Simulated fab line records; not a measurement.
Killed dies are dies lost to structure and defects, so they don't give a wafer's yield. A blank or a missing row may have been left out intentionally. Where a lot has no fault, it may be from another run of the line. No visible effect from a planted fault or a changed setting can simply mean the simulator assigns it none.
Matching of chambers    flow n5Finfet    N5_BEOL_M5_STRIP_64 on rieDiel-03 has 4 sister chambers
The step strips in CF4. 8 wafers are shown with their chamber, then 9 later ones without.

## EACH WAFER AND ITS CHAMBER
wafer   chamber  showerheadPlenumPTorr (Torr)  throttleValvePct (%)
L082.3  3        1.83                          13.41
L081.2  1        1.84                          13.35
L084.2  0        1.86                          14.03
L084.3  1        1.83                          13.38
L084.6  2        1.70                          13.67
L088.1  0        1.86                          14.05
L088.5  2        1.70                          13.68
L088.6  3        1.83                          13.43

## WAFERS WHOSE CHAMBER IS MISSING
wafer   showerheadPlenumPTorr (Torr)  throttleValvePct (%)
L089.1  1.83                          13.40
L089.2  1.83                          13.45
L089.6  1.70                          13.70
L092.2  1.83                          13.42
L092.3  1.85                          14.06
L092.6  1.69                          13.72
L094.2  1.82                          13.48
L094.3  1.90                          13.14
L094.4  1.85                          14.11

## EACH ONE'S CHAMBER
wafer    from the rows above       in truth
L089.1   can't be placed: 3 or 1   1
L089.2   3                         3
L089.6   2                         2
L092.2   3                         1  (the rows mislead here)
L092.3   0                         0
L092.6   2                         2
L094.2   3                         3
L094.3   1                         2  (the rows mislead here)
L094.4   0                         0
Correct placement for 6 of the 9. Cannot be placed on the basis of these rows: 1; the candidates contain the true chamber in 1. Wrongly placed: 2.
How it was worked out, from the rows above alone: a wafer's distance from a chamber is the root of the sum, over the readings, of the square of ((its reading less the chamber's mean) divided by the reading's scatter). The wafer belongs to the nearest chamber; if the next one is less than 2 further off, it can't be placed. For every chamber, the mean is computed from those of its wafers that are shown. How the scatter is found: for the shown wafers, subtract from each reading the mean of its chamber, square and add these, divide the total by (wafers less chambers), then take the root.
